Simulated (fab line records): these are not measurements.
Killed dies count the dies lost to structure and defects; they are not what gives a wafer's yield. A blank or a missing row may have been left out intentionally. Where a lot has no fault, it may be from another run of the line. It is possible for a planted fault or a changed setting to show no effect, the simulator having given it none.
Split-lot experiment -- flow n5Finfet -- 39 wafers read from 7 lots, route of 1938 steps

THE SPLIT
At N5_MOL_CONTACT_COAG_CVD_140 (deposits W, target thk 66.5 nm, time 215 s), the setting targetThkA was moved away from the recipe's 665 angstrom on 15 of the 39 wafers read, by -12.0% to +10.5%. For the rest of the wafers, this setting stayed at what the recipe calls for.

Reading taken at the split's own step.

THE READING
W_of_MOL_CONTACT_COAG_CVD_140.thkNm (the simulator's own value, which no gauge read), in nm, at N5_MOL_CONTACT_COAG_CVD_140 (deposits W, target thk 66.5 nm, time 215 s). The file does not state a usual value for it. The 24 wafers here that ran the recipe average 66.1 nm, standard deviation 0.72 nm.

wafer,"tool, chamber at the split","targetThkA as run, angstrom",against the recipe,"W_of_MOL_CONTACT_COAG_CVD_140.thkNm, nm",against lot-mates on the recipe
L074.1,"cvdW-02, 1",699.8,+5.2%,68.8,+3.5
L074.2,"cvdW-02, 0",699.8,+5.2%,69.4,+4.1
L074.3,"cvdW-02, 1",665,recipe,65.6,-
L074.4,"cvdW-02, 0,1",665,recipe,65.2,-
L074.6,"cvdW-02, 0,1",665,recipe,65.2,-
L074.5,"cvdW-02, 0",699.8,+5.2%,68.2,+2.9
L077.1,"cvdW-02, 0",735.1,+10.5%,72.6,+6.5
L077.2,"cvdW-02, 1",665,recipe,66.6,-
L077.3,"cvdW-02, 0",665,recipe,65.4,-
L077.4,"cvdW-02, 1",665,recipe,66.2,-
L077.5,"cvdW-02, 0",735.1,+10.5%,73,+6.9
L077.6,"cvdW-02, 1",735.1,+10.5%,73.4,+7.3
L079.3,"cvdW-01, 1",665,recipe,66.4,-
L079.4,"cvdW-01, 0",665,recipe,65.8,-
L079.5,"cvdW-01, 0",665,recipe,65.2,-
L080.1,"cvdW-01, 1",665,recipe,67.2,-
L080.2,"cvdW-01, 0",585.1,-12.0%,57.6,-9.2
L080.3,"cvdW-01, 0,1",665,recipe,66.6,-
L080.6,"cvdW-01, 0,1",665,recipe,66.6,-
L080.4,"cvdW-01, 1",585.1,-12.0%,59.6,-7.2
L080.5,"cvdW-01, 0",585.1,-12.0%,57.4,-9.4
L086.1,"cvdW-02, 0",665,recipe,65.6,-
L086.2,"cvdW-02, 1",665,recipe,66.2,-
L086.3,"cvdW-02, 1",592.6,-10.9%,60,-5.9
L086.4,"cvdW-02, 0",665,recipe,66,-
L086.5,"cvdW-02, 0",592.6,-10.9%,58.8,-7.1
L086.6,"cvdW-02, 1",592.6,-10.9%,59.6,-6.3
L094.1,"cvdW-02, 0",665,recipe,66.2,-
L094.2,"cvdW-02, 1",665,recipe,67.4,-
L094.3,"cvdW-02, 1",665,recipe,67.4,-
L094.4,"cvdW-02, 0",665,recipe,66,-
L094.5,"cvdW-02, 1,0",665,recipe,66.4,-
L094.6,"cvdW-02, 1,0",665,recipe,66.4,-
L096.1,"cvdW-02, 1",617.4,-7.2%,61.8,-4.2
L096.2,"cvdW-02, 0",617.4,-7.2%,60.8,-5.2
L096.3,"cvdW-02, 1",617.4,-7.2%,62.2,-3.8
L096.4,"cvdW-02, 0",665,recipe,65.8,-
L096.5,"cvdW-02, 1",665,recipe,67.4,-
L096.6,"cvdW-02, 0",665,recipe,64.8,-
The file does not say which wafer passed through which chamber wherever a row lists several chambers: such a row stands for several wafers.

FIT RESULTS
A straight line over all 39 wafers: W_of_MOL_CONTACT_COAG_CVD_140.thkNm changes by +0.632 nm for each +1% of targetThkA; r = +0.98; the points scatter about the line by 0.74 nm.
The same after taking each lot's own level away (the mean of its wafers on the recipe; 39 wafers): +0.656 nm for each +1%; r = +0.99; scatter 0.66 nm.
That fit puts the effect of the largest move of targetThkA on the reading at 7.9 nm.
The span of the lots' own levels, 65.33 to 66.80 nm, comes to 2.0 times the standard deviation stated above.
The two slopes are in agreement: the lot-to-lot level therefore moves the slope only a little.
Check: -7.68 nm against its lot-mates is what the line predicts for one of the wafers moved furthest among these (-12.0%) when that wafer is left out of the fit. Against them it came out at -9.2 nm.

FURTHER SPLITS ON THESE WAFERS
These wafers also went through other splits before the reading. Each is held against what the fit with the lots' levels taken away leaves over:
other split on the same wafers,wafers away from the commonest value,r with W_of_MOL_CONTACT_COAG_CVD_140.thkNm (lot level and that fit taken away)
N5_FIN_CUT_ETCH_21 biasW,12,+0.02
N5_DUMMY_GATE_ETCH_37 sourceW,9,+0.26
N5_DUMMY_GATE_ETCH_32 timeS,18,-0.08
N5_SD_EPI_P_EPI_21 tempC,15,-0.07
N5_MOL_CONTACT_COAG_ALD_133 aldCycles,12,-0.03
N5_MOL_CONTACT_COAG_ETCH_67 sourceW,18,-0.14

THE FILE'S OWN FIT
W_of_MOL_CONTACT_COAG_CVD_140.thkNm changes by +0.655 nm for each +1% of targetThkA, r = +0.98.
